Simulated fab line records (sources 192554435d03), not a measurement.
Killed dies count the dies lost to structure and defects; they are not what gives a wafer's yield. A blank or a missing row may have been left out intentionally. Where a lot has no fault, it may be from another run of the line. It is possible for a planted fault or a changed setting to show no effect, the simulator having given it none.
What tool caused it? | flow n5 finfet | Sampling: 12 lots, 36 wafers, 2 of 1938 route steps

WHAT EACH GAUGE READ, for each wafer
N5_BEOL_M8_OVL_MEAS_29.
lot  | measured     | on         | V7_OVL (nm)
L076 | day 11 19:05 | overlay-02 | -0.7 -0.7 -0.1
L075 | day 12 11:42 | overlay-02 | -0.7 -0.5 -0.7
L079 | day 12 21:59 | overlay-02 | -0.2 -1.0 -0.6
L081 | day 13 18:38 | overlay-01 | 0.6 0.6 0.4
L084 | day 13 22:36 | overlay-02 | -0.1 0.3 -0.2
L085 | day 14 09:04 | overlay-01 | 0.6 0.2 0.8
L086 | day 15 04:08 | overlay-01 | -0.9 0.6 -1.0
L089 | day 15 12:38 | overlay-02 | -0.9 0.8 -0.6
L092 | day 16 08:50 | overlay-01 | -0.4 0.2 0.2
L093 | day 16 17:47 | overlay-01 | -0.5 0.1 -0.2
L095 | day 16 22:19 | overlay-01 | 1.2 1.6 1.7
L097 | day 17 10:07 | overlay-01 | 0.3 -0.1 0.8

WHAT TOOL EACH LOT RAN ON (gives the tool, then ch and the chambers of the sampled wafers, and finally the start)
lot  | N5_BEOL_M8_ETCH_62
L076 | rie diel-04 ch 0,3, day 11 16:59
L075 | rie diel-03 ch 1,2, day 12 08:50
L079 | rie diel-04 ch 0,1,2, day 12 18:10
L081 | rie diel-04 ch 0,2,3, day 13 16:56
L084 | rie diel-04 ch 0,3, day 13 20:36
L085 | rie diel-03 ch 0,1,2, day 14 07:10
L086 | rie diel-01 ch 1,2,3, day 15 03:19
L089 | rie diel-04 ch 1,2, day 15 07:56
L092 | rie diel-04 ch 0,3, day 16 05:59
L093 | rie diel-01 ch 0,2, day 16 15:28
L095 | rie diel-04 ch 0,1, day 16 19:14
L097 | rie diel-04 ch 0,1,3, day 17 07:14
- N5_BEOL_M8_ETCH_62: etches SOC in N2/H2, target depth 110 nm, overetch 22 nm, time 165 s.

THE ANSWER, worked out from the rows above alone
Rule: usual is defined by the lots themselves. Put in order of their means at a reading, lots are off if they are a third of the lots or fewer, leave a main group of 4 or more, and stand apart from it by a gap of 3 or more times the standard deviation of the main group's means; of several such gaps the widest counts. A main group is skipped when, at the precision printed for the reading in the tables above, its means are all equal. A lot without any number at a reading at which 4 lots or more have one is off too. The other lots that the step has rows for count as sound.
No lot is off at any reading shown: from this, nothing can be told.

WHAT WAS PUT IN BY THE SIMULATOR
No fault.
